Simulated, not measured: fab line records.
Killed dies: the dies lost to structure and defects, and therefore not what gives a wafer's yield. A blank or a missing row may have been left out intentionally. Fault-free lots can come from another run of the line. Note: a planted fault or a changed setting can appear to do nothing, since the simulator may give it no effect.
Lot-split experiment / flow n5_finfet / 21 wafers read from 7 lots, route of 1938 steps

## ON THE SPLIT
At N5_BEOL_M9_COAT_05 (resist thk 90 nm), the setting spin_rpm was moved away from the recipe's 1500 rpm on 7 of the 21 wafers read, by -6.1% to +10.1%. For the rest of the wafers, this setting stayed at what the recipe calls for.

The reading is taken at the split's own step.

## THE READING
CAR-ArF_of_BEOL_M9_COAT_05.thk_nm (the simulator's own value, which no gauge read), in nm, at N5_BEOL_M9_COAT_05 (resist thk 90 nm). The file does not state a usual value for it. Here, 14 wafers ran the recipe; their average is 90.0 nm with a standard deviation of 0.19 nm.

wafer=L075.2; tool, chamber at the split=litho_track-04, 0; spin_rpm as run, rpm=1500; against the recipe=recipe; CAR-ArF_of_BEOL_M9_COAT_05.thk_nm, nm=90; against lot-mates on the recipe=-
wafer=L075.3; tool, chamber at the split=litho_track-04, 0; spin_rpm as run, rpm=1500; against the recipe=recipe; CAR-ArF_of_BEOL_M9_COAT_05.thk_nm, nm=89.8; against lot-mates on the recipe=-
wafer=L075.4; tool, chamber at the split=litho_track-04, 0; spin_rpm as run, rpm=1560; against the recipe=+4.0%; CAR-ArF_of_BEOL_M9_COAT_05.thk_nm, nm=88.6; against lot-mates on the recipe=-1.3
wafer=L080.1; tool, chamber at the split=litho_track-04, 0; spin_rpm as run, rpm=1500; against the recipe=recipe; CAR-ArF_of_BEOL_M9_COAT_05.thk_nm, nm=90; against lot-mates on the recipe=-
wafer=L080.2; tool, chamber at the split=litho_track-04, 0; spin_rpm as run, rpm=1500; against the recipe=recipe; CAR-ArF_of_BEOL_M9_COAT_05.thk_nm, nm=90; against lot-mates on the recipe=-
wafer=L080.6; tool, chamber at the split=litho_track-04, 0; spin_rpm as run, rpm=1500; against the recipe=recipe; CAR-ArF_of_BEOL_M9_COAT_05.thk_nm, nm=90; against lot-mates on the recipe=-
wafer=L084.1; tool, chamber at the split=litho_track-04, 0; spin_rpm as run, rpm=1500; against the recipe=recipe; CAR-ArF_of_BEOL_M9_COAT_05.thk_nm, nm=90.2; against lot-mates on the recipe=-
wafer=L084.2; tool, chamber at the split=litho_track-04, 0; spin_rpm as run, rpm=1409; against the recipe=-6.1%; CAR-ArF_of_BEOL_M9_COAT_05.thk_nm, nm=93.2; against lot-mates on the recipe=+3.0
wafer=L084.6; tool, chamber at the split=litho_track-04, 0; spin_rpm as run, rpm=1409; against the recipe=-6.1%; CAR-ArF_of_BEOL_M9_COAT_05.thk_nm, nm=93.2; against lot-mates on the recipe=+3.0
wafer=L085.1; tool, chamber at the split=litho_track-04, 0; spin_rpm as run, rpm=1500; against the recipe=recipe; CAR-ArF_of_BEOL_M9_COAT_05.thk_nm, nm=89.6; against lot-mates on the recipe=-
wafer=L085.3; tool, chamber at the split=litho_track-04, 0; spin_rpm as run, rpm=1436; against the recipe=-4.3%; CAR-ArF_of_BEOL_M9_COAT_05.thk_nm, nm=91.6; against lot-mates on the recipe=+2.0
wafer=L085.4; tool, chamber at the split=litho_track-04, 0; spin_rpm as run, rpm=1436; against the recipe=-4.3%; CAR-ArF_of_BEOL_M9_COAT_05.thk_nm, nm=91.6; against lot-mates on the recipe=+2.0
wafer=L088.1; tool, chamber at the split=litho_track-01, 0; spin_rpm as run, rpm=1500; against the recipe=recipe; CAR-ArF_of_BEOL_M9_COAT_05.thk_nm, nm=90; against lot-mates on the recipe=-
wafer=L088.2; tool, chamber at the split=litho_track-01, 0; spin_rpm as run, rpm=1500; against the recipe=recipe; CAR-ArF_of_BEOL_M9_COAT_05.thk_nm, nm=89.8; against lot-mates on the recipe=-
wafer=L088.3; tool, chamber at the split=litho_track-01, 0; spin_rpm as run, rpm=1500; against the recipe=recipe; CAR-ArF_of_BEOL_M9_COAT_05.thk_nm, nm=89.8; against lot-mates on the recipe=-
wafer=L092.2; tool, chamber at the split=litho_track-01, 0; spin_rpm as run, rpm=1500; against the recipe=recipe; CAR-ArF_of_BEOL_M9_COAT_05.thk_nm, nm=90; against lot-mates on the recipe=-
wafer=L092.4; tool, chamber at the split=litho_track-01, 0; spin_rpm as run, rpm=1500; against the recipe=recipe; CAR-ArF_of_BEOL_M9_COAT_05.thk_nm, nm=90.2; against lot-mates on the recipe=-
wafer=L092.6; tool, chamber at the split=litho_track-01, 0; spin_rpm as run, rpm=1500; against the recipe=recipe; CAR-ArF_of_BEOL_M9_COAT_05.thk_nm, nm=90.4; against lot-mates on the recipe=-
wafer=L091.2; tool, chamber at the split=litho_track-01, 0; spin_rpm as run, rpm=1651; against the recipe=+10.1%; CAR-ArF_of_BEOL_M9_COAT_05.thk_nm, nm=85.8; against lot-mates on the recipe=-4.2
wafer=L091.3; tool, chamber at the split=litho_track-01, 0; spin_rpm as run, rpm=1651; against the recipe=+10.1%; CAR-ArF_of_BEOL_M9_COAT_05.thk_nm, nm=85.8; against lot-mates on the recipe=-4.2
wafer=L091.4; tool, chamber at the split=litho_track-01, 0; spin_rpm as run, rpm=1500; against the recipe=recipe; CAR-ArF_of_BEOL_M9_COAT_05.thk_nm, nm=90; against lot-mates on the recipe=-

FIT RESULTS
A straight line over all 21 wafers: CAR-ArF_of_BEOL_M9_COAT_05.thk_nm changes by -0.435 nm for each +1% of spin_rpm; r = -0.99; the points scatter about the line by 0.27 nm.
The same after taking each lot's own level away (the mean of its wafers on the recipe; 21 wafers): -0.437 nm for each +1%; r = -1.00; scatter 0.17 nm.
The reading moves by 4.4 nm for the largest change in spin_rpm, on that fit.
From 89.60 to 90.20 nm: that is the span of the lots' own levels, equal to 3.1 times the standard deviation above.
Consequently the slope shifts little with the lot-to-lot level, the two slopes agreeing.
Check: for one of the wafers moved furthest among these (+10.1%), held out of the fit, the line's prediction against its lot-mates is -4.37 nm. It came out at -4.2 nm against them.

## OTHER SPLITS APPLIED TO THESE WAFERS
These wafers also went through other splits before the reading. Each is held against what the fit with the lots' levels taken away leaves over:
other split on the same wafers=N5_BEOL_M5_COAT_74 spin_rpm; wafers away from the commonest value=7; r with CAR-ArF_of_BEOL_M9_COAT_05.thk_nm (lot level and that fit taken away)=+0.29
other split on the same wafers=N5_BEOL_M7_EXPOSE_25 dose_mj; wafers away from the commonest value=6; r with CAR-ArF_of_BEOL_M9_COAT_05.thk_nm (lot level and that fit taken away)=-0.22
other split on the same wafers=N5_BEOL_M7_DESCUM_33 time_s; wafers away from the commonest value=8; r with CAR-ArF_of_BEOL_M9_COAT_05.thk_nm (lot level and that fit taken away)=+0.37
other split on the same wafers=N5_BEOL_M8_EXPOSE_08 dose_mj; wafers away from the commonest value=8; r with CAR-ArF_of_BEOL_M9_COAT_05.thk_nm (lot level and that fit taken away)=-0.13
other split on the same wafers=N5_BEOL_M8_DESCUM_16 time_s; wafers away from the commonest value=10; r with CAR-ArF_of_BEOL_M9_COAT_05.thk_nm (lot level and that fit taken away)=-0.10

## THE FILE'S OWN FIT
CAR-ArF_of_BEOL_M9_COAT_05.thk_nm changes by -0.431 nm for each +1% of spin_rpm, r = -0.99.
